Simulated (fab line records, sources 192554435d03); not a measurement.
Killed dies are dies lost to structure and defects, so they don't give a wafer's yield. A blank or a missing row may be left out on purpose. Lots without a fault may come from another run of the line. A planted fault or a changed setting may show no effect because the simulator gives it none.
A struck lot beside a sound one | flow n5_finfet | 35 steps out of a route of 1938
Sound: wafers L646.3, L646.4, L646.5. Struck: wafer L650.5. (L650.3, L650.6 of the same lot were not struck and are left out.) The cause comes at the end.
At each step with rows: each side's tool, then ch and its chambers, then its first start. Under that, the readings that differ: sound wafers | struck wafers | difference of the means | sigmas: that difference in standard deviations of wafers without a fault.
alike: readings whose means differ by less than 2 such deviations, and words and numbers that are the same on both sides. not compared: withheld readings, readings that some wafer has no value for, bounds like >300 that may hide the same value, and numbers for which the record gives no deviation and whose values overlap.
The two part at a step that has a row with sigmas, a row that says differs or no value, or rows on one side only. Numbers that don't overlap but have no deviation are shown without sigmas and don't part them. A reading that every wafer of one side lacks parts them only if that side has two wafers or more.

first, 9 steps without rows for these wafers: N5_GATE_CUT_DEVELOP_12 (develop time 30 s); N5_GATE_CUT_DESCUM_18 (chemistry O2, time 7 s); N5_GATE_CUT_ETCH_28 (etches underlayer in N2/H2, target depth 13 nm, time 10.4 s); N5_GATE_CUT_ETCH_36 (etches SiARC in CF4, target depth 13 nm, time 21.7 s); N5_GATE_CUT_ETCH_37 (etches SOC in N2/H2, target depth 60 nm, overetch 12 nm, time 90 s); N5_GATE_CUT_STRIP_38 (strips in N2/H2); N5_GATE_CUT_STRIP_39 (strips in N2/H2); N5_GATE_CUT_HM_OPEN_40 (chemistry C4F6/O2, target SiO2, target depth 139 nm, time 85.1 s); N5_GATE_CUT_STRIP_41 (strips in CF4).
N5_GATE_CUT_STRIP_42: strips in O2.
  sound on rie_diel-06 ch 0,1,3, day 5 19:16; struck on rie_diel-05 ch 0, day 6 16:47
  reading                | sound             | struck | difference | sigmas
  temp_c (C)             | 40.02 40.01 39.97 | 40.26  | +0.26      | +2
  throttle_valve_pct (%) | 16.63 16.75 16.35 | 17.00  | +0.42      | +2
  alike: drypump_motor_current_A, oes_product_au, rf_vpp_V, showerhead_plenum_p_Torr
  not compared: rf_hours_counter_h
then, 24 steps without rows for these wafers: N5_GATE_CUT_ETCH_19 (etches SiNx in CH3F/O2, target depth 53.7 nm, time 76.7 s); N5_GATE_CUT_CUT_ETCH_53 (etches W in SF6/Cl2, target depth 79.2 nm); N5_GATE_CUT_CUT_ETCH_54 (etches TiN in Cl2/BCl3, target depth 96.7 nm); N5_GATE_CUT_CUT_ETCH_55 (etches HfO2 in BCl3, target depth 3.2 nm); N5_GATE_CUT_ETCH_47 (etches SiO2 in Cl2/BCl3, target depth 10 nm); N5_GATE_CUT_VAPOR_ETCH_48 (etches TiN in BCl3/Cl2); N5_GATE_CUT_VAPOR_ETCH_49 (etches TiAlC in BCl3/Cl2); N5_GATE_CUT_VAPOR_ETCH_51 (etches HfO2 in BCl3/Cl2); N5_GATE_CUT_STRIP_21 (strips in N2/H2, time 30 s); N5_GATE_CUT_STRIP_29 (strips in post etch residue remover, time 60 s); N5_GATE_CUT_SRD_52 (time 30 s); N5_GATE_CUT_ALD_22 (deposits SiNx, target thk 16 nm, pulse time 1 s, ald cycles 320); N5_GATE_CUT_CMP_23 (polishes, stops on SiO2, t overpolish 23.4 s, target thk 16 nm); N5_GATE_CUT_CMP_43 (polishes SiO2); N5_GATE_CUT_CMP_61 (polishes, stops on SiNx, t overpolish 3 s); N5_MOL_CONTACT_COAG_COAT_103 (time 60 s, resist thk 80 nm); N5_MOL_CONTACT_COAG_COAT_104 (time 60 s, resist thk 12 nm); N5_MOL_CONTACT_COAG_COAT_58 (time 60 s, resist thk 10 nm); N5_MOL_CONTACT_COAG_COAT_02 (resist thk 30 nm); N5_MOL_CONTACT_COAG_EBR_04; N5_MOL_CONTACT_COAG_SOFTBAKE_03 (time 60 s); N5_MOL_CONTACT_COAG_EXPOSE_05 (exposes mask CA, defocus 0 nm); N5_MOL_CONTACT_COAG_PEB_06 (peb time 60 s); N5_MOL_CONTACT_COAG_DEVELOP_07 (develop time 30 s).
-- the record jumps here: 7 days lie between the struck wafers' starts before and after (it left off in module MOL_CONTACT_COAG and takes up again in module PASSIVATION, whose first step shown is number 1936 of the route) --
N5_PASSIVATION_PROBE_49:
  the record has rows for the struck wafers here (prober-01, day 13 07:22) and none for the sound ones

WHERE THEY PART
First at N5_GATE_CUT_STRIP_42; last, within this record, at N5_PASSIVATION_PROBE_49.

WHY: what the simulator had put in
Chamber particle source: rie_diel-05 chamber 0, from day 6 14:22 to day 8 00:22, at N5_GATE_CUT_STRIP_42. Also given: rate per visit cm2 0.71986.
